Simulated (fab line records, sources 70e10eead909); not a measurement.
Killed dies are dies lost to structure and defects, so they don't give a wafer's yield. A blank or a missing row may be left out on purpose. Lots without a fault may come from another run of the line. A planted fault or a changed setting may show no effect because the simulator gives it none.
Which tool did it? | flow nand_harc | 6 lots, 18 wafers sampled, at 1 step of a route of 1302

WHAT THE GAUGES READ, wafer by wafer
NHARC_A_BONDPAD_CD_MEAS_09: target cd 500 nm.
lot  | measured     | on        | cd_nm (nm)
L844 | day 23 14:01 | cd_sem-02 | 499.4 501.4 499.1
L852 | day 25 21:22 | cd_sem-02 | 500.9 498.8 500.3
L853 | day 27 06:06 | cd_sem-02 | 499.8 500.7 500.9
L854 | day 27 12:46 | cd_sem-02 | 502.1 502.9 501.8
L860 | day 29 05:23 | cd_sem-03 | 500.5 500.3 503.7
L864 | day 31 09:12 | cd_sem-02 | 500.1 498.6 499.7

WHICH TOOL RAN EACH LOT (tool, then ch and the chambers of the sampled wafers, then the start)
The record holds no process step before these readings.

THE ANSWER, worked out from the rows above alone
Rule: what is usual is taken from the lots themselves. Put in order of their means at a reading, lots are off if they are a third of the lots or fewer, leave a main group of 4 or more, and stand apart from it by a gap of 3 or more times the standard deviation of the main group's means; of several such gaps the widest counts. A main group whose means are all the same, to the digits that the tables above print for the reading, isn't used. A lot without any number at a reading at which 4 lots or more have one is off too. The other lots that the step has rows for count as sound.
No lot is off at any reading shown: from this, nothing can be told.

WHAT THE SIMULATOR HAD PUT IN
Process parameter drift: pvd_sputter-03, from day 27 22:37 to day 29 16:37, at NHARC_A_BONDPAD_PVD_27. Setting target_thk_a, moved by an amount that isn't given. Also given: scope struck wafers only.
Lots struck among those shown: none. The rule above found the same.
